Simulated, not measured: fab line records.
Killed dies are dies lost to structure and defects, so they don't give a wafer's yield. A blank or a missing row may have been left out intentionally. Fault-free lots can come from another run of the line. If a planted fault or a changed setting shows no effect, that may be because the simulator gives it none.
fab line records | flow n5-finfet | part 2 of 2: steps 16 to 16 of 16
record lots=7 wafers=19 last-day=18
route steps=1938 shown BEOL_M3@962 BEOL_M4@1111 PASSIVATION@1936
lots with no fault: from the same line, run without faults
start-h: start of the lot's first displayed wafer, in hours after the record's first day | wait-h: how many hours have passed since the lot's step before this one | " the same as in the row above | L1.1+2: a row that stands for several wafers | - either no value or no given start | * or withheld: withheld | < > ~ a bound
route shown NAME@n: a module of which the file shows steps, and the number in the route of the first | usual: average and standard deviation across the fault-free wafers | same: alike in all rows | chamber/n: place in a boat | sites: the reading at each site | _std_site: standard deviation across them | _edge_site: the outer-site mean with the inner-site mean subtracted | radius-mm: how far each site lies from the wafer's centre | mask NAME#n: copy n | behind: the last tool/chamber to shape the wafer | hold: why the lot went on hold/how many hours it stayed there/how the hold came to an end | device: the transistor (n, p or np) that didn't switch | end of line: the same wafers' tests at the end of the route | a step with no rows: only its recipe | killed: not the wafer's yield, but the dies lost to structure and defects at the first sort | map: dies across one wafer; x = killed, . = not, _ = none there
set.NAME: setting as actually run; set.NAME@STEP: the setting as run at that earlier step | model.NAME: the simulator's own value behind a step, which no gauge read
lots at some steps of the route; a table a step, a row a wafer
services: a tool's chamber out of use, with start hour (start-h, from the record's first day; less than 0 if before it), hours out, and reason
## steps
# step N5_PASSIVATION_PROBE_49
# usual defect-limited-yield=91.4/1.5 killed_at_M0_to_M3=35/11 killed_at_M4_up=16/7 killed-at-contacts=11/5.3 killed-at-front-end=37/11 killed-at-other=3.1/2.8 killed-dies=102/18 killed-on-rim=13/3.7 killed-open=69/15 killed-short=31/7.8 sort_bin_5_function=5.1/1.1 sort_bin_6_memory=3.2/0.69 sort_bin_8_speed=0.00/0.016 sort-n-pass=1078/18 sort-yield-pct=91.4/1.5
# same gross-dies=1180 killed-at-back-side=0 sort_bin_4_leakage[%]=0
# columns lot.wafer tool chamber start-h wait-h defect-limited-yield[%] killed_at_M0_to_M3 killed_at_M4_up killed-at-contacts killed-at-front-end killed-at-other killed-dies killed-on-rim killed-open killed-short sort_bin_5_function[%] sort_bin_6_memory[%] sort_bin_8_speed[%] sort-n-pass sort-yield-pct[%]
L604.2 prober-01 - 313.48 0.1 91.4 39 14 13 31 5 102 10 57 41 4.4 3.6 0 1078 91.4
L604.4 prober-01 - 313.58 0.2 90.1 55 13 2 40 7 117 16 66 49 6.3 3.2 0 1063 90.1
L604.6 prober-01 - 313.68 0.3 89.2 51 25 13 32 6 127 15 76 49 6.1 3.9 0 1053 89.2
L605.4 prober-01 - 330.15 0.2 91.5 17 18 16 36 13 100 13 66 27 4.4 3.5 0 1080 91.5
L605.5 prober-01 - 330.20 0.2 91.0 26 32 19 27 2 106 12 71 30 5.3 3.2 0 1074 91.0
L605.6 prober-01 - 330.25 0.3 92.2 35 14 7 32 4 92 11 52 35 4.3 2.8 0 1088 92.2
L607.2 prober-01 - 337.55 0.1 92.0 23 22 7 41 1 94 10 61 30 4.7 2.7 0 1086 92.0
L607.4 prober-01 - 337.65 0.2 91.4 37 10 11 38 6 102 14 67 33 4.7 3.7 0 1078 91.4
L608.1 prober-02 - 345.99 0.0 90.7 29 20 16 43 2 110 14 80 28 5.7 3.2 0 1070 90.7
L608.2 prober-02 - 346.04 0.1 92.4 34 17 18 21 0 90 11 53 31 4.6 2.7 0 1090 92.4
L609.2 prober-02 - 352.69 0.1 90.8 44 11 13 37 3 108 14 84 22 5.7 3.4 0.17 1070 90.7
L609.3 prober-02 - 352.74 0.1 89.2 51 9 11 54 2 127 19 100 27 6.3 4.4 0 1053 89.2
L609.6 prober-02 - 352.89 0.3 89.8 45 17 9 47 2 120 18 79 34 6.4 3.5 0 1060 89.8
L617.3 prober-02 - 424.48 0.1 93.3 26 11 12 26 4 79 8 43 33 3.2 3.1 0 1101 93.3
L617.4 prober-02 - 424.53 0.2 93.2 30 10 2 35 3 80 7 49 27 3.3 2.8 0 1100 93.2
L617.5 prober-02 - 424.58 0.2 95.0 17 9 13 15 5 59 7 45 14 3.1 1.8 0 1121 95.0
L620.1 prober-01 - 438.99 0.0 93.4 41 2 7 19 9 78 9 41 35 3.5 2.6 0 1102 93.4
L620.3 prober-01 - 439.09 0.1 93.6 30 10 7 28 1 76 12 51 25 3.6 2.5 0 1104 93.6
L620.5 prober-01 - 439.19 0.2 92.7 41 4 6 34 1 86 9 55 29 4.7 2.3 0 1094 92.7
# killed by level:class
L604.2 MOL_CONTACT_COAG:geometric-particle:open=11 FIN_SAQP:geometric-particle:short=10 BEOL_M0_SAQP:geometric-particle:open=10 BEOL_M0_SAQP:geometric-particle:short=9 BEOL_M1:geometric-particle:open=7 FIN_SAQP:geometric-particle:open=5 DUMMY_GATE:geometric-particle:open=4 BEOL_M0:geometric-particle:short=4
L604.4 BEOL_M0_SAQP:geometric-particle:short=17 BEOL_M0_SAQP:geometric-particle:open=16 FIN_SAQP:geometric-particle:short=9 STI_FIN_REVEAL:geometric-particle:open=9 BEOL_M1:geometric-particle:open=7 FIN_SAQP:geometric-particle:open=5 BEOL_M0:geometric-particle:open=4 BEOL_M1:geometric-particle:short=4
L604.6 BEOL_M0_SAQP:geometric-particle:open=23 BEOL_M0_SAQP:geometric-particle:short=17 BEOL_M4:geometric-particle:open=10 FIN_SAQP:geometric-particle:short=9 MOL_CONTACT_COAG:geometric-particle:open=9 FIN_SAQP:geometric-particle:open=5 GATE_CUT:geometric-particle:short=5 BEOL_M4:geometric-particle:short=5
L605.4 STI_FIN_REVEAL:geometric-particle:open=13 MOL_CONTACT_COAG:geometric-particle:open=13 BEOL_M3:geometric-particle:open=5 BEOL_M4:geometric-particle:open=5 GATE_CUT:geometric-particle:short=4 BEOL_M0_SAQP:geometric-particle:short=4 BEOL_M2:geometric-particle:open=4 BEOL_M7:geometric-particle:open=4
L605.5 BEOL_M4:geometric-particle:open=18 MOL_CONTACT_COAG:geometric-particle:open=13 BEOL_M1:geometric-particle:open=10 MOL_CONTACT_COAG:geometric-particle:short=6 GATE_CUT:geometric-particle:short=5 STI_FIN_REVEAL:geometric-particle:open=4 DUMMY_GATE:geometric-particle:open=4 BEOL_M5:geometric-particle:open=4
L605.6 BEOL_M1:geometric-particle:open=11 BEOL_M0_SAQP:geometric-particle:short=7 FIN_SAQP:geometric-particle:short=6 MOL_CONTACT_COAG:geometric-particle:open=5 BEOL_M1:geometric-particle:short=5 BEOL_M3:geometric-particle:open=5 BEOL_M7:geometric-particle:open=5 DUMMY_GATE:geometric-particle:open=4
L607.2 FIN_SAQP:geometric-particle:open=12 BEOL_M4:geometric-particle:open=10 FIN_SAQP:geometric-particle:short=7 BEOL_M2:geometric-particle:open=7 MOL_CONTACT_COAG:geometric-particle:open=4 DUMMY_GATE:geometric-particle:open=3 SPACER0:geometric-particle:short=3 MOL_CONTACT_COAG:geometric-particle:short=3
L607.4 FIN_SAQP:geometric-particle:short=13 MOL_CONTACT_COAG:geometric-particle:open=11 FIN_SAQP:geometric-particle:open=8 BEOL_M2:geometric-particle:open=8 BEOL_M0_SAQP:geometric-particle:open=7 STI_FIN_REVEAL:geometric-particle:open=5 BEOL_M1:geometric-particle:open=5 BEOL_M3:geometric-particle:open=5
L608.1 MOL_CONTACT_COAG:geometric-particle:open=15 STI_FIN_REVEAL:geometric-particle:open=8 DUMMY_GATE:geometric-particle:open=8 BEOL_M2:geometric-particle:open=8 GATE_CUT:geometric-particle:open=6 BEOL_M0_SAQP:geometric-particle:open=6 BEOL_M4:geometric-particle:open=5 BEOL_M0_SAQP:geometric-particle:short=5
L608.2 MOL_CONTACT_COAG:geometric-particle:open=13 BEOL_M4:geometric-particle:open=8 BEOL_M0_SAQP:geometric-particle:short=7 BEOL_M0_SAQP:geometric-particle:open=6 BEOL_M3:area-etch=6 MOL_CONTACT_COAG:geometric-particle:short=5 BEOL_M2:geometric-particle:open=5 STARTING-WAFER:geometric-particle:open=4
L609.2 MOL_CONTACT_COAG:geometric-particle:open=13 BEOL_M2:geometric-particle:open=12 STI_FIN_REVEAL:geometric-particle:open=11 BEOL_M1:geometric-particle:open=10 BEOL_M3:geometric-particle:open=6 FIN_SAQP:geometric-particle:short=5 BEOL_M0_SAQP:geometric-particle:open=5 FIN_SAQP:geometric-particle:open=4
L609.3 BEOL_M3:geometric-particle:open=21 STI_FIN_REVEAL:geometric-particle:open=12 BEOL_M0_SAQP:geometric-particle:open=10 MOL_CONTACT_COAG:geometric-particle:open=10 DUMMY_GATE:geometric-particle:open=9 FIN_SAQP:geometric-particle:short=8 BEOL_M2:geometric-particle:open=7 BEOL_M0_SAQP:geometric-particle:short=6
L609.6 STI_FIN_REVEAL:geometric-particle:open=17 BEOL_M3:geometric-particle:open=13 BEOL_M2:geometric-particle:open=11 MOL_CONTACT_COAG:geometric-particle:open=7 BEOL_M0_SAQP:geometric-particle:short=7 BEOL_M4:geometric-particle:open=6 STI_FIN_REVEAL:geometric-particle:short=5 ILD0:geometric-particle:open=5
L617.3 MOL_CONTACT_COAG:geometric-particle:open=10 FIN_SAQP:geometric-particle:short=7 STI_FIN_REVEAL:geometric-particle:open=4 BEOL_M0_SAQP:geometric-particle:short=4 BEOL_M1:geometric-particle:short=4 BEOL_M2:geometric-particle:open=4 BEOL_M4:geometric-particle:short=4 FIN_SAQP:geometric-particle:open=3
L617.4 BEOL_M1:geometric-particle:open=8 FIN_SAQP:geometric-particle:open=6 STI_FIN_REVEAL:geometric-particle:open=6 BEOL_M0_SAQP:geometric-particle:open=6 BEOL_M0_SAQP:geometric-particle:short=6 STARTING-WAFER:geometric-particle:short=5 BEOL_M5:geometric-particle:open=4 FIN_SAQP:geometric-particle:short=3
L617.5 MOL_CONTACT_COAG:geometric-particle:open=13 STI_FIN_REVEAL:geometric-particle:open=7 BEOL_M0_SAQP:geometric-particle:short=7 BEOL_M5:geometric-particle:open=7 BEOL_M0_SAQP:geometric-particle:open=4 BEOL_M3:geometric-particle:open=3 DUMMY_GATE:geometric-particle:open=2 PASS1_CAP:geometric-particle:short=2
L620.1 BEOL_M0_SAQP:geometric-particle:short=9 BEOL_M2:geometric-particle:open=9 BEOL_M0_SAQP:geometric-particle:open=7 MOL_CONTACT_COAG:geometric-particle:open=6 BEOL_M1:geometric-particle:short=4 MIM_TOP_ETCH:geometric-particle:open=4 BEOL_M3:geometric-particle:open=4 FIN_SAQP:geometric-particle:short=3
L620.3 FIN_SAQP:geometric-particle:short=10 BEOL_M2:geometric-particle:open=8 BEOL_M3:geometric-particle:open=7 BEOL_M0_SAQP:geometric-particle:short=6 MOL_CONTACT_COAG:geometric-particle:open=5 BEOL_M1:geometric-particle:open=5 ILD0:geometric-particle:open=4 STI_FIN_REVEAL:geometric-particle:open=3
L620.5 BEOL_M0_SAQP:geometric-particle:short=11 BEOL_M0_SAQP:geometric-particle:open=9 FIN_SAQP:geometric-particle:open=8 BEOL_M3:geometric-particle:open=8 BEOL_M2:geometric-particle:open=8 FIN_SAQP:geometric-particle:short=7 DUMMY_GATE:geometric-particle:open=5 STI_FIN_REVEAL:geometric-particle:open=4
## services
# columns tool chamber start-h hours kind
rie-diel-06 0 175.79 - clean
rie-diel-06 0 175.79 - consumable-replace:focus-ring
rie-diel-06 0 175.79 25.3 scheduled-down
rie-diel-06 0 175.79 25.3 vent-cycle
ald-sin-04 - 176.75 14.0 pm
ald-sin-04 0 176.75 14.0 vent-cycle
rie-diel-06 1 206.38 - clean
rie-diel-06 1 206.38 - consumable-replace:focus-ring
rie-diel-06 1 206.38 20.7 scheduled-down
rie-diel-06 1 206.38 20.7 vent-cycle
ald-sin-03 1 217.86 2.9 repair
rie-diel-02 0 230.12 - clean
rie-diel-02 0 230.12 - consumable-replace:focus-ring
rie-diel-02 0 230.12 - consumable-replace:showerhead
rie-diel-02 0 230.12 22.2 scheduled-down
rie-diel-02 0 230.12 22.2 vent-cycle
ald-sin-01 0 248.38 10.8 repair
rie-diel-06 1 250.77 15.2 repair
rie-diel-02 3 253.91 - clean
rie-diel-02 3 253.91 - consumable-replace:focus-ring
rie-diel-02 3 253.91 32.5 scheduled-down
rie-diel-02 3 253.91 32.5 vent-cycle
ald-sin-04 0 256.46 6.5 repair
ald-sin-03 - 268.25 14.0 pm
